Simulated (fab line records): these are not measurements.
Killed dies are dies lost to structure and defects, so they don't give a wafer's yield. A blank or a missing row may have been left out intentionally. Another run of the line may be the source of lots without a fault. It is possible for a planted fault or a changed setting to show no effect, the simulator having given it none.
Comparing a struck lot with a sound one    flow n5 finfet    17 out of 1938 route steps
Sound: these wafers, L425.4, L425.5, L425.6. Struck: wafers L441.2, L441.6. (L441.3 of the same lot was not struck and is left out.) The cause comes at the end.
At each step with rows: each side's tool, then ch and its chambers, then its first start. Under that, the readings that differ: sound wafers    struck wafers    difference of the means    sigmas: that difference in standard deviations of wafers without a fault.
alike: a reading whose means differ by less than 2 such deviations, as well as words and numbers matching on both sides. not compared: withheld readings; readings where some wafer has no value; bounds like >300 that might hide an equal value; numbers whose values overlap and for which the record gives no deviation.
The two part at a step that has a row with sigmas, a row that says differs or no value, or rows on one side only. Numbers that have no deviation but don't overlap get no sigmas and don't part them. Lack of a reading on every wafer of one side parts them only where that side has two or more wafers.

N5_BEOL_M4_ANNEAL_82: time 240 s.
  sound on pvd sputter-03 at day 8 22:22; struck on pvd sputter-02 at day 12 20:23
reading             sound        struck   difference  sigmas
heater power w (W)  826 743 712  903 904  +143        +2
N5_BEOL_M4_SPUTTER_86: material Cu, target thk 4.5 nm, time 8.29 s.
  sound on pvd sputter-03 at day 8 22:31; struck on pvd sputter-02 at day 12 20:32
  alike: chuck gas flow sccm, throttle valve pct
then, 2 steps without rows for these wafers: N5_BEOL_M4_ANNEAL_87 (time 240 s); N5_BEOL_M4_SPUTTER_88 (material Cu, target thk 4.5 nm, time 8.29 s).
N5_BEOL_M4_ANNEAL_89: time 240 s.
  sound on pvd sputter-03 at day 8 22:49; struck on pvd sputter-02 at day 12 20:50
reading             sound        struck   difference  sigmas
heater power w (W)  824 765 694  901 881  +130        +2
then, 3 steps without rows for these wafers: N5_BEOL_M4_SPUTTER_90 (material Cu, target thk 4.5 nm, time 8.29 s); N5_BEOL_M4_ANNEAL_91 (time 240 s); N5_BEOL_M4_SPUTTER_92 (material Cu, target thk 4.5 nm, time 8.29 s).
N5_BEOL_M4_ANNEAL_93: time 240 s.
  sound on pvd sputter-03 at day 8 23:15; struck on pvd sputter-02 at day 12 21:16
reading             sound        struck   difference  sigmas
heater power w (W)  836 749 690  900 888  +136        +2
then, 1 step without rows for these wafers: N5_BEOL_M4_SPUTTER_94 (material Cu, target thk 4.5 nm, time 8.29 s).
N5_BEOL_M4_ANNEAL_95: time 240 s.
  sound on pvd sputter-03 at day 8 23:28; struck on pvd sputter-02 at day 12 21:29
reading             sound        struck   difference  sigmas
heater power w (W)  832 744 697  912 899  +148        +2
then, 1 step without rows for these wafers: N5_BEOL_M4_SPUTTER_96 (material Cu, target thk 4.5 nm, time 8.29 s).
N5_BEOL_M4_ECD_50: material Cu, target thk 300 nm.
  sound on ecd cu-01 ch 0,1, day 8 23:44; struck on ecd cu-02 ch 0,1, day 12 21:45
reading                                 sound              struck       difference  sigmas
model.Cu_of_BEOL_M4_ECD_50.thk nm (nm)  307.8 296.4 300.2  482.8 474.6  +177.2      
then, 1 step without rows for these wafers: N5_BEOL_M4_ANNEAL_51 (time 90 s).
N5_BEOL_M4_CMP_52: polishes, stops on SiOC, t overpolish 6.8 s, target thk 40 nm.
  sound on cmp-02 ch 0,1, day 9 00:06; struck on cmp-02 ch 3, day 12 22:10
reading                  sound                 struck         difference  sigmas
head pressure psi (psi)  1.0037 1.0036 1.0040  0.9975 0.9999  -0.0051     -2
time to endpoint s (s)   61 62 57              101 100        +40         +13
  alike: clearing platen rpm, motor current A
  not compared: pad life wafers
N5_BEOL_M4_THK_MEAS_53: measures by xrf.
  sound on film metro-02 at day 9 00:24; struck on film metro-01 at day 12 22:26
  alike: M4_THK
N5_BEOL_M4_RC_MEAS_101:
  sound on prober-02 ch 0, day 9 01:14; struck on prober-02 ch 0, day 12 22:54
reading        sound           struck     difference  sigmas
SS_P (mV/dec)  74.1 73.3 75.2  72.9 72.6  -1.5        -2
VT_N (mV)      245 252 243     251 256    +7          +2
  alike: DIBL_N, DIBL_P, IOFF_N, IOFF_P, ION_N, ION_P, SS_N, VT_P

WHERE THEY PART
Earliest at N5_BEOL_M4_ANNEAL_82; latest, in this record, at N5_BEOL_M4_RC_MEAS_101.

WHY: what had been put in by the simulator
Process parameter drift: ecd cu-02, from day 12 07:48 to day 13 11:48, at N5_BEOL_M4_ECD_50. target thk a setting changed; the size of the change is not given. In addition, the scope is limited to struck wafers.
